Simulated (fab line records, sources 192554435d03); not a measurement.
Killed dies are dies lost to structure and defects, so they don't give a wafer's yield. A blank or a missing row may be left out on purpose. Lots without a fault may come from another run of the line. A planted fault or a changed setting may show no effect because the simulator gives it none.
fab line records | flow n5_finfet
record lots=7 wafers=19 last_day=17
route steps=1938 shown BEOL_M6@1241
lots that met no fault: from a run of the same line without faults
start_h: hours from the record's first day to the start of the lot's first wafer shown | wait_h: hours since the lot's step before | " the same as in the row above | L1.1+2: a row that stands for several wafers | - no value, or no start given | * or withheld: withheld | < > ~ a bound
route shown NAME@n: a module of which the file shows steps, and the number in the route of the first | usual: mean/standard deviation of fault-free wafers | same: alike in all rows | chamber/n: place in a boat | sites: the reading at each site | _std_site: their standard deviation | _edge_site: outer sites' mean less inner sites' | radius_mm: how far each site lies from the wafer's centre | mask NAME#n: copy n | behind: the tool/chamber that last shaped the wafer | hold: why the lot was held/for how many hours/how that ended | device: the transistor (n, p or np) that didn't switch | end of line: the same wafers' tests at the end of the route | a step without rows: its recipe alone | killed: dies lost to structure and defects at the first sort, not the wafer's yield | map: a wafer's dies, x killed, . not, _ none there
set.NAME: the setting as run; set.NAME@STEP: as run at that earlier step | model.NAME: the simulator's own value behind a step, which no gauge read
lots at some steps of the route; a table a step, a row a wafer
services: from which hour (start_h, from the record's first day; less than 0 if before it) a tool's chamber was out of use, for how many hours, and why
## steps
# step N5_BEOL_M6_STRIP_80
# recipe chemistry=N2/H2 time_s=10 power_w=450 temp_c=40 pressure_mtorr=20 rf_frequency_hz=6e+07 bias_power_w=7 n2_flow_sccm=200 h2_flow_sccm=200
# usual drypump_motor_current_A=5.7/0.52 oes_product_au=0.80/0.1 rf_vpp_V=59.0/0.8 showerhead_plenum_p_Torr=2.485/0.03 throttle_valve_pct=23.58/0.29
# columns lot.wafer tool chamber start_h wait_h drypump_motor_current_A oes_product_au rf_hours_counter_h rf_vpp_V showerhead_plenum_p_Torr throttle_valve_pct
L722.4 rie_diel-02 2 - - 6.0 0.73 176 59.4 2.531 24.07
L722.5 " 3 " " 6.1 0.76 - 58.6 2.553 23.45
L722.6 " 0 " " 5.7 0.77 - 59.7 2.446 23.51
L724.1 rie_diel-05 2 - - 5.1 0.72 189 58.9 2.424 23.78
L724.2 " 0 " " 5.1 0.67 246 60.5 2.504 23.59
L724.3 " 3 " " 5.7 0.70 228 58.3 2.499 23.96
L729.2 rie_diel-05 3 - - 5.7 0.69 238 58.9 2.495 23.96
L729.4 " 3 " " 5.7 0.69 - 59.4 2.495 23.96
L729.6 " 2 " " 5.2 0.70 - 57.0 2.420 23.80
L737.3 rie_diel-02 2 - - 5.9 0.71 207 57.8 2.518 24.11
L737.4 " 3 " " 6.1 0.74 152 59.9 2.541 23.49
L738.2 rie_diel-05 3 - - 5.8 0.98 3 58.3 2.488 23.66
L738.3 " 0 " " 5.1 0.92 13 58.7 2.497 23.32
L738.5 " 0 " " 5.1 0.93 - 58.3 2.497 23.32
L736.3 rie_diel-01 2 - - 5.7 0.85 56 59.0 2.475 23.55
L736.4 " 0 " " 6.5 0.81 92 58.2 2.467 23.21
L743.4 rie_diel-02 2 - - 5.9 0.69 223 58.8 2.511 24.13
L743.5 " 0 " " 5.7 0.73 - 59.1 2.427 23.59
L743.6 " 3 " " 6.1 0.73 - 60.2 2.534 23.49
# step N5_BEOL_M6_OCD_MEAS_38
# usual trench_depth_nm=94.6/1.8
# columns lot.wafer tool chamber start_h wait_h trench_depth_nm
L722.4 ocd-01 - 191.40 - 91.6
L722.5 " - " " 94.8
L722.6 " - " " 94.8
L724.1 ocd-01 - 210.86 - 93.4
L724.2 " - " " 92.4
L724.3 " - " " 92.6
L729.2 ocd-02 - 234.27 - 93.2
L729.4 " - " " 93.4
L729.6 " - " " 93.8
L737.3 ocd-02 - 279.94 - 90.8
L737.4 " - " " 93.4
L738.2 ocd-01 - 289.32 - 94.6
L738.3 " - " " 95.3
L738.5 " - " " 95.8
L736.3 ocd-02 - 297.24 - 94.4
L736.4 " - " " 92.1
L743.4 ocd-02 - 326.72 - 92.1
L743.5 " - " " 96.0
L743.6 " - " " 94.1
# step N5_BEOL_M6_HM_STRIP_39
# recipe chemistry=peroxide_tin_strip material=TiN target_depth_a=250 temp_c=50 time_s=158
# step N5_BEOL_M6_SRD_40
# recipe time_s=30 temp_c=23 rinse_liquid=diw dry=ipa_marangoni
# step N5_BEOL_M6_PRECLEAN_42
# recipe chemistry=residue_remover time_s=60 temp_c=40
# step N5_BEOL_M6_SRD_43
# recipe time_s=30 temp_c=23 rinse_liquid=diw dry=ipa_marangoni
# step N5_BEOL_M6_CD_MEAS_35
# recipe target_cd_nm=40 target_cd_y_nm=28 polarity=opening
# usual cd_nm=40.2/0.54
# columns lot.wafer tool chamber start_h wait_h cd_nm
L722.4 cd_sem-01 - 191.55 0.0 40.6
L722.5 " - " " 40.2
L722.6 " - " " 39.8
L724.1 cd_sem-01 - 211.01 0.0 39.7
L724.2 " - " " 40.2
L724.3 " - " " 39.7
L729.2 cd_sem-01 - 234.42 0.0 39.4
L729.4 " - " " 40.7
L729.6 " - " " 40.2
L737.3 cd_sem-03 - 280.10 0.0 39.9
L737.4 " - " " 40.4
L738.2 cd_sem-02 - 289.48 0.0 40.4
L738.3 " - " " 39.7
L738.5 " - " " 39.5
L736.3 cd_sem-02 - 297.39 0.0 39.5
L736.4 " - " " 40.1
L743.4 cd_sem-03 - 326.88 0.0 40.3
L743.5 " - " " 40.0
L743.6 " - " " 40.2
# step N5_BEOL_M6_CURE_75
# recipe temp_c=370 time_s=120 ambient=DMADMS/He material=SiCOH_lowk
# usual lamp_power_pct=52.31/0.055 wafer_temp_C_max=371.9/0.46
# columns lot.wafer tool chamber start_h wait_h lamp_power_pct wafer_temp_C_max
L722.4 uv_cure-03 1 191.75 0.2 52.32 371.9
L722.5 " 1 " " 52.30 372.1
L722.6 " 1 " " 52.33 372.5
L724.1 uv_cure-02 2 211.05 0.0 52.37 371.4
L724.2 " 2 " " 52.35 371.7
L724.3 " 2 " " 52.30 372.0
L729.2 uv_cure-02 0 234.51 0.1 52.36 371.6
L729.4 " 0 " " 52.31 372.0
L729.6 " 0 " " 52.38 372.1
L737.3 uv_cure-02 1 280.23 0.1 52.30 371.0
L737.4 " 1 " " 52.26 371.3
L738.2 uv_cure-01 0 289.57 0.1 52.30 372.8
L738.3 " 0 " " 52.30 371.8
L738.5 " 0 " " 52.36 372.1
L736.3 uv_cure-01 2 297.67 0.3 52.26 372.0
L736.4 " 2 " " 52.26 372.2
L743.4 uv_cure-01 1 327.07 0.2 52.30 372.0
L743.5 " 1 " " 52.34 371.7
L743.6 " 1 " " 52.36 372.6
# step N5_BEOL_M6_DEGAS_44
# recipe ambient=vacuum temp_c=250 time_s=60
# usual heater_power_w=331/42
# columns lot.wafer tool chamber start_h wait_h heater_power_w
L722.4 pvd_sputter-03 - 191.92 0.1 341
L722.5 " - " " 372
L722.6 " - " " 371
L724.1 pvd_sputter-01 - 212.15 1.0 332
L724.2 " - " " 374
L724.3 " - " " 346
L729.2 pvd_sputter-01 - 234.79 0.2 383
L729.4 " - " " 349
L729.6 " - " " 351
L737.3 pvd_sputter-01 - 281.73 1.4 370
L737.4 " - " " 346
L738.2 pvd_sputter-01 - 289.88 0.3 347
L738.3 " - " " 343
L738.5 " - " " 347
L736.3 pvd_sputter-02 - 297.98 0.3 345
L736.4 " - " " 373
L743.4 pvd_sputter-03 - 327.65 0.5 299
L743.5 " - " " 371
L743.6 " - " " 338
# step N5_BEOL_M6_PRE_CLEAN_45
# recipe gas=H2/He time_s=30 temp_c=250
# usual heater_power_w=333/43
# columns lot.wafer tool chamber start_h wait_h heater_power_w
L722.4 pvd_sputter-03 - 191.96 0.0 337
L722.5 " - " " 368
L722.6 " - " " 373
L724.1 pvd_sputter-01 - 212.19 0.0 342
L724.2 " - " " 389
L724.3 " - " " 344
L729.2 pvd_sputter-01 - 234.83 0.0 369
L729.4 " - " " 350
L729.6 " - " " 344
L737.3 pvd_sputter-01 - 281.77 0.0 380
L737.4 " - " " 348
L738.2 pvd_sputter-01 - 289.92 0.0 352
L738.3 " - " " 339
L738.5 " - " " 346
L736.3 pvd_sputter-02 - 298.02 0.0 356
L736.4 " - " " 377
L743.4 pvd_sputter-03 - 327.69 0.0 312
L743.5 " - " " 369
L743.6 " - " " 333
# step N5_BEOL_M6_ALD_77
# recipe material=TaN target_thk_a=20 temp_c=275 ald_precursor_family=PDMAT ald_co_reactant=NH3 pressure_torr=3 carrier_flow_sccm=1500 pulse_time_s=2 purge_time_s=3 co_reactant_purge_time_s=2 co_reactant_pulse_time_s=3 ald_cycles=40 precursor_vessel_temp_c=75 precursor_vessel_pressure_torr=26.25 precursor_vessel_carrier_sccm=1000
# step N5_BEOL_M6_SURFACE_TREAT_79
# recipe gas=Ar time_s=* ion_energy_ev=* ion_current_ma_cm2=0.5 pressure_mtorr=* ar_flow_sccm=30
# step N5_BEOL_M6_CVD_78
# recipe material=Co target_thk_a=20 temp_c=withheld precursor=CCTBA/H2 pressure_torr=30 time_s=142.3
# usual run_length_s=165.3/0.35
# columns lot.wafer tool chamber start_h wait_h run_length_s
L722.4 cvd_co-01 2 192.94 0.4 165.7
L722.5 " 1 " " 165.2
L722.6 " 0 " " 165.4
L724.1 cvd_co-02 2 212.72 0.1 164.8
L724.2 " 0 " " 164.9
L724.3 " 1 " " 165.2
L729.2 cvd_co-02 1 235.46 0.3 165.0
L729.4 " 1 " " 165.2
L729.6 " 2 " " 164.8
L737.3 cvd_co-02 0 282.23 0.0 134.6
L737.4 " 2 " " 165.6
L738.2 cvd_co-02 1 290.63 0.1 165.3
L738.3 " 1 " " 135.1
L738.5 " 0 " " 165.5
L736.3 cvd_co-02 1 298.54 0.1 134.7
L736.4 " 0 " " 164.8
L743.4 cvd_co-01 1 328.32 0.2 165.5
L743.5 " 2 " " 165.3
L743.6 " 0 " " 165.6
# step N5_BEOL_M6_SPUTTER_48
# recipe material=Cu target_thk_a=100 temp_c=-20 bias_v=60 power_w=26000 chamber_pressure_pa=0.13 time_s=1.667
# usual chuck_gas_flow_sccm=1.26/0.05 throttle_valve_pct=30.3/0.39
# columns lot.wafer tool chamber start_h wait_h chuck_gas_flow_sccm throttle_valve_pct
L722.4 pvd_sputter-02 - 194.62 1.6 1.29 30.3
L722.5 " - " " 1.26 30.2
L722.6 " - " " 1.28 30.9
L724.1 pvd_sputter-01 - 212.89 0.1 1.21 29.4
L724.2 " - " " 1.23 30.2
L724.3 " - " " 1.19 30.2
L729.2 pvd_sputter-01 - 236.75 1.2 1.24 30.2
L729.4 " - " " 1.24 29.6
L729.6 " - " " 1.28 30.5
L737.3 pvd_sputter-03 - 282.39 0.1 1.30 30.2
L737.4 " - " " 1.20 29.9
L738.2 pvd_sputter-02 - 290.80 0.1 1.18 30.9
L738.3 " - " " 1.25 30.3
L738.5 " - " " 1.23 30.5
L736.3 pvd_sputter-03 - 298.66 0.1 1.27 30.3
L736.4 " - " " 1.25 30.4
L743.4 pvd_sputter-03 - 328.83 0.5 1.19 30.2
L743.5 " - " " 1.29 30.2
L743.6 " - " " 1.22 30.0
## services
# columns tool chamber start_h hours kind
uv_cure-03 - 182.08 5.0 pm
rie_diel-05 1 184.07 - clean
rie_diel-05 1 184.07 - consumable_replace:focus_ring
rie_diel-05 1 184.07 21.9 scheduled_down
rie_diel-05 1 184.07 21.9 vent_cycle
uv_cure-03 - 188.87 0.9 repair
rie_diel-01 0 205.00 10.7 repair
rie_diel-05 3 217.36 2.8 repair
rie_diel-05 0 221.67 - clean
uv_cure-01 - 222.53 5.0 pm
rie_diel-01 1 226.12 7.0 repair
uv_cure-01 - 227.53 7.5 pm
uv_cure-03 - 229.12 1.0 pm
cvd_co-02 - 231.43 0.3 repair
uv_cure-01 - 236.52 2.1 pm
uv_cure-02 - 253.49 1.0 pm
rie_diel-05 - 271.96 10.0 pm
uv_cure-03 - 279.69 2.1 pm
cvd_co-02 2 286.37 40.8 repair
rie_diel-05 3 292.57 28.2 repair
uv_cure-03 - 305.67 0.6 repair
rie_diel-05 - 311.93 2.8 pm
pvd_sputter-03 - 316.18 2.9 repair
rie_diel-05 3 321.20 7.7 repair
## key
first_sign step=N5_BEOL_M6_CVD_78 reading=run_length_s direction=down sigmas=88 usual=* struck=*
effect none on later readings
met_at N5_BEOL_M6_CVD_78
struck_wafers L736.3,L737.3,L738.3
onset_between 235.46 282.23
fault kind=process_parameter_drift tool=cvd_co-02 chamber=- onset_h=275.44 steps=N5_BEOL_M6_CVD_78 channel=time_s offset=* shape=step end_h=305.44 scope=struck_wafers_only acts_in=* stated=*
